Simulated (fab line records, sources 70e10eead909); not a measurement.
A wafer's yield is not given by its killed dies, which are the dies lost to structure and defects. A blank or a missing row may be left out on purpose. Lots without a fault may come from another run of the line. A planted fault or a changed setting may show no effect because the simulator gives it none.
Which tool was responsible? :: flow nandHarc :: Sampling: 11 lots, 33 wafers, 5 of 1159 route steps

## WHAT EACH GAUGE READ, for each wafer
NHARC_END_SORT_01. Usual: killedAtArray 29, standard deviation 11; killedAtOther 0.7, standard deviation 1.1; killedAtPeriphery 3.1, standard deviation 2; killedDies 33, standard deviation 11; killedOpen 3.5, standard deviation 1.8; killedShort 2.0, standard deviation 1.4.
lot: L432
measured: day 20 08:43
on: prober-01
killedAtArray: 19 20 21
killedAtOther: 0 0 0
killedAtPeriphery: 4 3 5
killedDies: 23 23 26
killedOpen: 4 4 5
killedShort: 0 1 0
flag: 

lot: L436
measured: day 20 16:29
on: prober-01
killedAtArray: 33 38 34
killedAtOther: 0 0 0
killedAtPeriphery: 0 1 4
killedDies: 33 39 38
killedOpen: 1 5 5
killedShort: 0 0 4
flag: 

lot: L433
measured: day 20 21:47
on: prober-02
killedAtArray: 25 20 17
killedAtOther: 0 0 0
killedAtPeriphery: 2 2 3
killedDies: 27 22 20
killedOpen: 3 5 1
killedShort: 1 1 3
flag: 

lot: L434
measured: day 21 04:49
on: prober-02
killedAtArray: 34 41 39
killedAtOther: 0 0 1
killedAtPeriphery: 4 2 1
killedDies: 38 43 41
killedOpen: 6 4 2
killedShort: 3 3 2
flag: 

lot: L435
measured: day 21 12:37
on: prober-02
killedAtArray: 9 17 18
killedAtOther: 0 0 0
killedAtPeriphery: 1 3 4
killedDies: 10 20 22
killedOpen: 0 3 5
killedShort: 2 6 0
flag: 

lot: L446
measured: day 23 00:26
on: prober-01
killedAtArray: 39 41 37
killedAtOther: 3 3 2
killedAtPeriphery: 0 2 2
killedDies: 42 46 41
killedOpen: 4 3 8
killedShort: 2 2 2
flag: 

lot: L444
measured: day 23 10:49
on: prober-02
killedAtArray: 33 39 34
killedAtOther: 5 0 3
killedAtPeriphery: 2 4 2
killedDies: 40 43 39
killedOpen: 7 4 2
killedShort: 0 3 2
flag: 

lot: L447
measured: day 23 12:23
on: prober-01
killedAtArray: 34 32 23
killedAtOther: 0 0 0
killedAtPeriphery: 3 2 2
killedDies: 37 34 25
killedOpen: 2 5 4
killedShort: 3 3 1
flag: 

lot: L451
measured: day 24 17:19
on: prober-02
killedAtArray: 673 674 673
killedAtOther: 1 1 1
killedAtPeriphery: 3 2 3
killedDies: 677 677 677
killedOpen: 6 3 2
killedShort: 2 1 4
flag: OFF

lot: L454
measured: day 24 18:05
on: prober-01
killedAtArray: 673 673 676
killedAtOther: 0 0 0
killedAtPeriphery: 4 4 1
killedDies: 677 677 677
killedOpen: 2 2 0
killedShort: 2 3 5
flag: OFF

lot: L455
measured: day 25 02:52
on: prober-02
killedAtArray: 677 676 677
killedAtOther: 0 0 0
killedAtPeriphery: 0 1 0
killedDies: 677 677 677
killedOpen: 2 2 3
killedShort: 2 0 0
flag: OFF

## TOOL THAT RAN EACH LOT (tool first, then ch and the chambers of the sampled wafers, then the start)
lot: L432
NHARC_A_CONTACT_ETCH_102: rieDiel-07 ch 0,1,3, day 16 11:11
NHARC_A_CONTACT_DEP_58: pecvd-03 ch 0,1,2, day 16 14:09
NHARC_A_CONTACT_ETCH_75: rieDiel-07 ch 0,2,3, day 16 15:04
NHARC_A_CONTACT_ETCH_124: harCapEtch-02 ch 0, day 16 16:20

lot: L436
NHARC_A_CONTACT_ETCH_102: rieDiel-05 ch 0,2, day 16 22:25
NHARC_A_CONTACT_DEP_58: pecvd-03 ch 1,2, day 17 01:09
NHARC_A_CONTACT_ETCH_75: rieDiel-05 ch 0,1, day 17 02:07
NHARC_A_CONTACT_ETCH_124: harCapEtch-01 ch 0,1, day 17 03:38

lot: L433
NHARC_A_CONTACT_ETCH_102: rieDiel-07 ch 0,1, day 16 22:47
NHARC_A_CONTACT_DEP_58: pecvd-01 ch 0,1,2, day 17 01:12
NHARC_A_CONTACT_ETCH_75: rieDiel-05 ch 0,1,2, day 17 02:31
NHARC_A_CONTACT_ETCH_124: harCapEtch-03 ch 0,1, day 17 04:10

lot: L434
NHARC_A_CONTACT_ETCH_102: rieDiel-07 ch 2,3, day 17 03:59
NHARC_A_CONTACT_DEP_58: pecvd-02 ch 0,1,2, day 17 06:43
NHARC_A_CONTACT_ETCH_75: rieDiel-11 ch 1,2,3, day 17 07:48
NHARC_A_CONTACT_ETCH_124: harCapEtch-03 ch 0,1, day 17 08:56

lot: L435
NHARC_A_CONTACT_ETCH_102: rieDiel-07 ch 1,3, day 17 10:35
NHARC_A_CONTACT_DEP_58: pecvd-03 ch 0,1, day 17 12:59
NHARC_A_CONTACT_ETCH_75: rieDiel-11 ch 1,2, day 17 13:52
NHARC_A_CONTACT_ETCH_124: harCapEtch-01 ch 0,1, day 17 14:54

lot: L446
NHARC_A_CONTACT_ETCH_102: rieDiel-05 ch 2,3, day 20 04:39
NHARC_A_CONTACT_DEP_58: pecvd-02 ch 1,2, day 20 07:05
NHARC_A_CONTACT_ETCH_75: rieDiel-07 ch 1,3, day 20 08:05
NHARC_A_CONTACT_ETCH_124: harCapEtch-03 ch 0,1, day 20 09:08

lot: L444
NHARC_A_CONTACT_ETCH_102: rieDiel-05 ch 0,1,3, day 20 09:00
NHARC_A_CONTACT_DEP_58: pecvd-03 ch 0,1,2, day 20 11:28
NHARC_A_CONTACT_ETCH_75: rieDiel-07 ch 0,1,2, day 20 12:27
NHARC_A_CONTACT_ETCH_124: harCapEtch-02 ch 0,1, day 20 13:29

lot: L447
NHARC_A_CONTACT_ETCH_102: rieDiel-07 ch 0,2,3, day 20 10:53
NHARC_A_CONTACT_DEP_58: pecvd-02 ch 0,1, day 20 13:19
NHARC_A_CONTACT_ETCH_75: rieDiel-07 ch 1,2,3, day 20 14:17
NHARC_A_CONTACT_ETCH_124: harCapEtch-03 ch 0,1, day 20 15:23

lot: L451
NHARC_A_CONTACT_ETCH_102: rieDiel-07 ch 1,2,3, day 21 11:04
NHARC_A_CONTACT_DEP_58: pecvd-01 ch 0,1,2, day 21 15:31
NHARC_A_CONTACT_ETCH_75: rieDiel-07 ch 0,1,3, day 21 16:31
NHARC_A_CONTACT_ETCH_124: harCapEtch-01 ch 0,1, day 21 17:43

lot: L454
NHARC_A_CONTACT_ETCH_102: rieDiel-07 ch 1,2, day 22 01:45
NHARC_A_CONTACT_DEP_58: pecvd-02 ch 1,2, day 22 04:16
NHARC_A_CONTACT_ETCH_75: rieDiel-07 ch 0,2,3, day 22 05:16
NHARC_A_CONTACT_ETCH_124: harCapEtch-02 ch 0,1, day 22 06:19

lot: L455
NHARC_A_CONTACT_ETCH_102: rieDiel-05 ch 0,1,3, day 22 06:21
NHARC_A_CONTACT_DEP_58: pecvd-03 ch 0,2, day 22 11:01
NHARC_A_CONTACT_ETCH_75: rieDiel-07 ch 0,1, day 22 11:59
NHARC_A_CONTACT_ETCH_124: harCapEtch-03 ch 0,1, day 22 13:03
- NHARC_A_CONTACT_ETCH_102: etches the open film in CF4/O2, target depth 70 nm, overetch 7 nm, time 38.5 s.
- NHARC_A_CONTACT_DEP_58: deposits SiON, target thk 60 nm.
- NHARC_A_CONTACT_ETCH_75: etches the open film in CF4, target depth 39 nm, time 65 s.
- NHARC_A_CONTACT_ETCH_124: etches the open film in C4F8/O2/Ar, time 140 s, target depth 700 nm.

## AS READ BY THE TOOLS THEMSELVES (means over the sampled wafers that have a number; for cases with no such wafer, the mark the record gives instead)
NHARC_A_CONTACT_ETCH_102. Usual: biasW 100.0 W, standard deviation 0.32; cf4FlowSccm 80.00 sccm, standard deviation 0.24; drypumpMotorCurrentA 5.8 A, standard deviation 0.49; oes_f_703_au 1.000 a.u., standard deviation 0.0046; oesProductAu 1.001 a.u., standard deviation 0.0097; rfVppV 198.2 V, standard deviation 1.3; showerheadPlenumPTorr 1.35 Torr, standard deviation 0.048; throttleValvePct 13.398 %, standard deviation 0.0087.
lot: L432
tool: rieDiel-07
biasW (W): 100.0
cf4FlowSccm (sccm): 80.02
drypumpMotorCurrentA (A): 5.7
oes_f_703_au (a.u.): 1.001
oesProductAu (a.u.): 0.997
rfVppV (V): 198.9
showerheadPlenumPTorr (Torr): 1.37
throttleValvePct (%): 13.394
flag: 

lot: L436
tool: rieDiel-05
biasW (W): 100.1
cf4FlowSccm (sccm): 79.91
drypumpMotorCurrentA (A): 5.5
oes_f_703_au (a.u.): 1.003
oesProductAu (a.u.): 0.993
rfVppV (V): 197.5
showerheadPlenumPTorr (Torr): 1.32
throttleValvePct (%): 13.393
flag: 

lot: L433
tool: rieDiel-07
biasW (W): 100.0
cf4FlowSccm (sccm): 80.33
drypumpMotorCurrentA (A): 6.1
oes_f_703_au (a.u.): 0.999
oesProductAu (a.u.): 0.995
rfVppV (V): 198.3
showerheadPlenumPTorr (Torr): 1.35
throttleValvePct (%): 13.393
flag: 

lot: L434
tool: rieDiel-07
biasW (W): 100.2
cf4FlowSccm (sccm): 80.06
drypumpMotorCurrentA (A): 5.6
oes_f_703_au (a.u.): 1.000
oesProductAu (a.u.): 1.009
rfVppV (V): 199.3
showerheadPlenumPTorr (Torr): 1.41
throttleValvePct (%): 13.393
flag: 

lot: L435
tool: rieDiel-07
biasW (W): 100.2
cf4FlowSccm (sccm): 79.82
drypumpMotorCurrentA (A): 5.7
oes_f_703_au (a.u.): 1.002
oesProductAu (a.u.): 0.993
rfVppV (V): 198.4
showerheadPlenumPTorr (Torr): 1.39
throttleValvePct (%): 13.391
flag: 

lot: L446
tool: rieDiel-05
biasW (W): 100.1
cf4FlowSccm (sccm): 80.13
drypumpMotorCurrentA (A): 5.5
oes_f_703_au (a.u.): 1.002
oesProductAu (a.u.): 1.005
rfVppV (V): 198.4
showerheadPlenumPTorr (Torr): 1.36
throttleValvePct (%): 13.399
flag: 

lot: L444
tool: rieDiel-05
biasW (W): 99.9
cf4FlowSccm (sccm): 80.11
drypumpMotorCurrentA (A): 5.6
oes_f_703_au (a.u.): 1.001
oesProductAu (a.u.): 1.000
rfVppV (V): 196.3
showerheadPlenumPTorr (Torr): 1.33
throttleValvePct (%): 13.393
flag: 

lot: L447
tool: rieDiel-07
biasW (W): 99.7
cf4FlowSccm (sccm): 79.85
drypumpMotorCurrentA (A): 5.9
oes_f_703_au (a.u.): 0.999
oesProductAu (a.u.): 1.008
rfVppV (V): 197.8
showerheadPlenumPTorr (Torr): 1.38
throttleValvePct (%): 13.391
flag: 

lot: L451
tool: rieDiel-07
biasW (W): 100.0
cf4FlowSccm (sccm): 80.02
drypumpMotorCurrentA (A): 5.9
oes_f_703_au (a.u.): 1.004
oesProductAu (a.u.): 1.002
rfVppV (V): 198.5
showerheadPlenumPTorr (Torr): 1.39
throttleValvePct (%): 13.389
flag: 

lot: L454
tool: rieDiel-07
biasW (W): 99.9
cf4FlowSccm (sccm): 80.02
drypumpMotorCurrentA (A): 6.5
oes_f_703_au (a.u.): 1.006
oesProductAu (a.u.): 0.999
rfVppV (V): 198.8
showerheadPlenumPTorr (Torr): 1.38
throttleValvePct (%): 13.401
flag: 

lot: L455
tool: rieDiel-05
biasW (W): 100.2
cf4FlowSccm (sccm): 80.06
drypumpMotorCurrentA (A): 5.6
oes_f_703_au (a.u.): 1.003
oesProductAu (a.u.): 1.014
rfVppV (V): 197.0
showerheadPlenumPTorr (Torr): 1.33
throttleValvePct (%): 13.398
flag: 

NHARC_A_CONTACT_DEP_58. Usual: 731 W for heaterPowerW, sd 74.
lot: L432
tool: pecvd-03
heaterPowerW (W): 703
flag: 

lot: L436
tool: pecvd-03
heaterPowerW (W): 634
flag: 

lot: L433
tool: pecvd-01
heaterPowerW (W): 804
flag: 

lot: L434
tool: pecvd-02
heaterPowerW (W): 805
flag: 

lot: L435
tool: pecvd-03
heaterPowerW (W): 736
flag: 

lot: L446
tool: pecvd-02
heaterPowerW (W): 816
flag: 

lot: L444
tool: pecvd-03
heaterPowerW (W): 720
flag: 

lot: L447
tool: pecvd-02
heaterPowerW (W): 717
flag: 

lot: L451
tool: pecvd-01
heaterPowerW (W): 764
flag: 

lot: L454
tool: pecvd-02
heaterPowerW (W): 760
flag: 

lot: L455
tool: pecvd-03
heaterPowerW (W): 645
flag: 

NHARC_A_CONTACT_ETCH_75. Usual: biasW 100.02 W (standard deviation 0.29); cf4FlowSccm 150.0 sccm (standard deviation 0.46); drypumpMotorCurrentA 5.9 A (standard deviation 0.5); oesProductAu 1.001 a.u. (standard deviation 0.01); rfVppV 151.4 V (standard deviation 1.2); showerheadPlenumPTorr 1.78 Torr (standard deviation 0.065); throttleValvePct 13.282 % (standard deviation 0.0091).
lot: L432
tool: rieDiel-07
biasW (W): 99.86
cf4FlowSccm (sccm): 149.5
drypumpMotorCurrentA (A): 5.9
oesProductAu (a.u.): 1.009
rfVppV (V): 152.5
showerheadPlenumPTorr (Torr): 1.82
throttleValvePct (%): 13.287
flag: 

lot: L436
tool: rieDiel-05
biasW (W): 99.65
cf4FlowSccm (sccm): 149.9
drypumpMotorCurrentA (A): 5.6
oesProductAu (a.u.): 1.000
rfVppV (V): 150.3
showerheadPlenumPTorr (Torr): 1.73
throttleValvePct (%): 13.279
flag: 

lot: L433
tool: rieDiel-05
biasW (W): 99.84
cf4FlowSccm (sccm): 149.9
drypumpMotorCurrentA (A): 5.6
oesProductAu (a.u.): 1.000
rfVppV (V): 151.7
showerheadPlenumPTorr (Torr): 1.76
throttleValvePct (%): 13.284
flag: 

lot: L434
tool: rieDiel-11
biasW (W): 99.87
cf4FlowSccm (sccm): 150.3
drypumpMotorCurrentA (A): 5.7
oesProductAu (a.u.): 1.004
rfVppV (V): 150.0
showerheadPlenumPTorr (Torr): 1.72
throttleValvePct (%): 13.287
flag: 

lot: L435
tool: rieDiel-11
biasW (W): 99.87
cf4FlowSccm (sccm): 150.0
drypumpMotorCurrentA (A): 5.7
oesProductAu (a.u.): 1.003
rfVppV (V): 149.8
showerheadPlenumPTorr (Torr): 1.67
throttleValvePct (%): 13.279
flag: 

lot: L446
tool: rieDiel-07
biasW (W): 100.10
cf4FlowSccm (sccm): 149.9
drypumpMotorCurrentA (A): 5.7
oesProductAu (a.u.): 0.995
rfVppV (V): 152.5
showerheadPlenumPTorr (Torr): 1.83
throttleValvePct (%): 13.290
flag: 

lot: L444
tool: rieDiel-07
biasW (W): 100.00
cf4FlowSccm (sccm): 150.0
drypumpMotorCurrentA (A): 6.3
oesProductAu (a.u.): 0.999
rfVppV (V): 151.2
showerheadPlenumPTorr (Torr): 1.80
throttleValvePct (%): 13.280
flag: 

lot: L447
tool: rieDiel-07
biasW (W): 100.08
cf4FlowSccm (sccm): 149.6
drypumpMotorCurrentA (A): 6.0
oesProductAu (a.u.): 0.986
rfVppV (V): 152.7
showerheadPlenumPTorr (Torr): 1.84
throttleValvePct (%): 13.276
flag: 

lot: L451
tool: rieDiel-07
biasW (W): -
cf4FlowSccm (sccm): -
drypumpMotorCurrentA (A): -
oesProductAu (a.u.): -
rfVppV (V): -
showerheadPlenumPTorr (Torr): -
throttleValvePct (%): -
flag: OFF

lot: L454
tool: rieDiel-07
biasW (W): -
cf4FlowSccm (sccm): -
drypumpMotorCurrentA (A): -
oesProductAu (a.u.): -
rfVppV (V): -
showerheadPlenumPTorr (Torr): -
throttleValvePct (%): -
flag: OFF

lot: L455
tool: rieDiel-07
biasW (W): -
cf4FlowSccm (sccm): -
drypumpMotorCurrentA (A): -
oesProductAu (a.u.): -
rfVppV (V): -
showerheadPlenumPTorr (Torr): -
throttleValvePct (%): -
flag: OFF

NHARC_A_CONTACT_ETCH_124. Usual: chamberPressureMTorr 20.000 mTorr, standard deviation 0.018; oesAirLineAu 1.006 a.u., standard deviation 0.02.
lot: L432
tool: harCapEtch-02
chamberPressureMTorr (mTorr): 19.995
oesAirLineAu (a.u.): 0.993
flag: 

lot: L436
tool: harCapEtch-01
chamberPressureMTorr (mTorr): 19.997
oesAirLineAu (a.u.): 1.004
flag: 

lot: L433
tool: harCapEtch-03
chamberPressureMTorr (mTorr): 19.981
oesAirLineAu (a.u.): 1.002
flag: 

lot: L434
tool: harCapEtch-03
chamberPressureMTorr (mTorr): 20.013
oesAirLineAu (a.u.): 0.979
flag: 

lot: L435
tool: harCapEtch-01
chamberPressureMTorr (mTorr): 19.995
oesAirLineAu (a.u.): 1.018
flag: 

lot: L446
tool: harCapEtch-03
chamberPressureMTorr (mTorr): 20.003
oesAirLineAu (a.u.): 1.020
flag: 

lot: L444
tool: harCapEtch-02
chamberPressureMTorr (mTorr): 19.990
oesAirLineAu (a.u.): 1.012
flag: 

lot: L447
tool: harCapEtch-03
chamberPressureMTorr (mTorr): 20.000
oesAirLineAu (a.u.): 1.024
flag: 

lot: L451
tool: harCapEtch-01
chamberPressureMTorr (mTorr): 19.984
oesAirLineAu (a.u.): 1.016
flag: 

lot: L454
tool: harCapEtch-02
chamberPressureMTorr (mTorr): 19.985
oesAirLineAu (a.u.): 1.004
flag: 

lot: L455
tool: harCapEtch-03
chamberPressureMTorr (mTorr): 20.003
oesAirLineAu (a.u.): 1.002
flag: 

## THE ANSWER, worked out from the rows above alone
Rule: take the mean of a lot's wafers that have a number; if it is more than 3 standard deviations from the usual mean, the lot is off. Also off: a lot with no number at a reading for which 4 or more lots have one. All remaining lots with rows at the step are treated as sound. After the gauges, taken in route order, come the tools' own readings; for these a lot's mean is taken, as printed above. The first step at which some lot is off is used, and at that step the reading that is off furthest; a lot without a number counts as furthest.
Off at NHARC_END_SORT_01 (killedAtArray): L451, L454, L455.
If a tool, at a process step before that reading, ran all the lots that are off and no sound lot after the first of them, it fits. The gauges at NHARC_END_SORT_01 aren't tried: what is off there is off at NHARC_A_CONTACT_ETCH_75 too, on other tools, and a gauge's error can't cause that. One candidate fits, namely rieDiel-07 at NHARC_A_CONTACT_ETCH_75. A fault onset in the window from L447 (day 20 14:17, its last sound lot) to L451 (day 21 16:31, its first lot off) fits.
Blank at NHARC_A_CONTACT_ETCH_75 on the lots that are off, where sound lots have numbers: biasW, cf4FlowSccm, drypumpMotorCurrentA, oesProductAu, rfVppV, showerheadPlenumPTorr, throttleValvePct.

## WHAT HAD BEEN PUT IN BY THE SIMULATOR
At NHARC_A_CONTACT_ETCH_75, the step was skipped entirely on rieDiel-07 from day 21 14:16 on. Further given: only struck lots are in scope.
Lots struck among those shown: L451, L454, L455. The rule given above showed the same thing.
